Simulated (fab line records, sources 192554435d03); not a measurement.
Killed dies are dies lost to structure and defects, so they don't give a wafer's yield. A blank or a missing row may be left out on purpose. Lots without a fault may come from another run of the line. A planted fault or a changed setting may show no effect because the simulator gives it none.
One fault seen from 2 desks | flow n5_finfet | each desk has only its own numbers; what lay behind them comes last

THE METROLOGY DESK
What the gauges read, lot by lot, whatever tool the lot ran on: means of the sampled wafers that have a number. A lot is out of limits, marked OUT, if its mean lies more than 4 standard deviations from the usual mean; the brackets give that distance. Of its 10 readings 7 are shown: those that lie furthest out on some lot.
Columns: A = DIBL_N at N5_BEOL_M4_RC_MEAS_101, usual 37.1 mV/V; B = IOFF_P at N5_BEOL_M4_RC_MEAS_101, usual 0.22 nA/um; C = ION_N at N5_BEOL_M4_RC_MEAS_101, usual 680 uA/um; D = ION_P at N5_BEOL_M4_RC_MEAS_101, usual 464 uA/um; E = SS_P at N5_BEOL_M4_RC_MEAS_101, usual 73.6 mV/dec; F = VT_N at N5_BEOL_M4_RC_MEAS_101, usual 248.9 mV; G = VT_P at N5_BEOL_M4_RC_MEAS_101, usual -251 mV
lot  | first seen here | A    | B    | C   | D   | E    | F     | G
L312 | day 9 19:16     | 37.8 | 0.20 | 676 | 459 | 73.7 | 250.7 | -253
L314 | day 10 03:49    | 36.6 | 0.17 | 664 | 455 | 73.3 | 253.4 | -257
L316 | day 10 19:43    | 36.0 | 0.20 | 673 | 462 | 74.1 | 248.9 | -254
L318 | day 11 19:04    | 38.1 | 0.22 | 679 | 458 | 74.4 | 248.9 | -252
L321 | day 12 17:54    | 37.6 | 0.21 | 682 | 462 | 73.5 | 247.2 | -250
L324 | day 12 22:56    | 34.3 | 0.21 | 678 | 465 | 73.4 | 250.2 | -250
L327 | day 14 06:01    | 37.8 | 0.22 | 680 | 465 | 73.7 | 246.2 | -250
L329 | day 14 13:47    | 37.7 | 0.26 | 686 | 469 | 73.2 | 247.1 | -244
This desk's finding: nothing out of limits on any of the 8 lots.

THE TOOL OWNER'S DESK: rie_diel-02
The tool's own readings at N5_BEOL_M0_SAQP_ETCH_101 (etches SiNx in CH3F/O2, target depth 29.9 nm, time 42.7 s): means of the sampled wafers that have a number, for each lot that ran on this tool. A lot is out of limits, marked OUT, if its mean lies more than 4 standard deviations from the usual mean; the brackets give that distance.
Columns: A = chamber_pressure_mTorr at N5_BEOL_M0_SAQP_ETCH_101, usual 30.001 mTorr; B = drypump_motor_current_A at N5_BEOL_M0_SAQP_ETCH_101, usual 5.9 A; C = oes_product_au at N5_BEOL_M0_SAQP_ETCH_101, usual 0.82 a.u.; D = rf_vpp_V at N5_BEOL_M0_SAQP_ETCH_101, usual 298 V; E = showerhead_plenum_p_Torr at N5_BEOL_M0_SAQP_ETCH_101, usual 2.01 Torr; F = throttle_valve_pct at N5_BEOL_M0_SAQP_ETCH_101, usual 16.34 %
lot  | first seen here | A      | B   | C    | D   | E    | F
L312 | day 7 01:50     | 30.004 | 5.9 | 0.81 | 296 | 2.02 | 16.45
L318 | day 8 19:22     | 30.006 | 6.3 | 0.76 | 295 | 1.94 | 16.44
L321 | day 9 14:17     | 29.994 | 6.2 | 0.66 | 300 | 1.94 | 16.52
L324 | day 10 02:37    | 29.999 | 5.5 | 0.84 | 296 | 2.04 | 16.29
L327 | day 10 22:17    | 29.971 | 5.8 | 0.73 | 300 | 1.96 | 16.41
This desk's finding: nothing out of limits on any of the 5 lots.

PUT TOGETHER
The metrology desk saw nothing out of limits.
The tool owner's desk saw nothing out of limits.

WHAT THE SIMULATOR HAD PUT IN
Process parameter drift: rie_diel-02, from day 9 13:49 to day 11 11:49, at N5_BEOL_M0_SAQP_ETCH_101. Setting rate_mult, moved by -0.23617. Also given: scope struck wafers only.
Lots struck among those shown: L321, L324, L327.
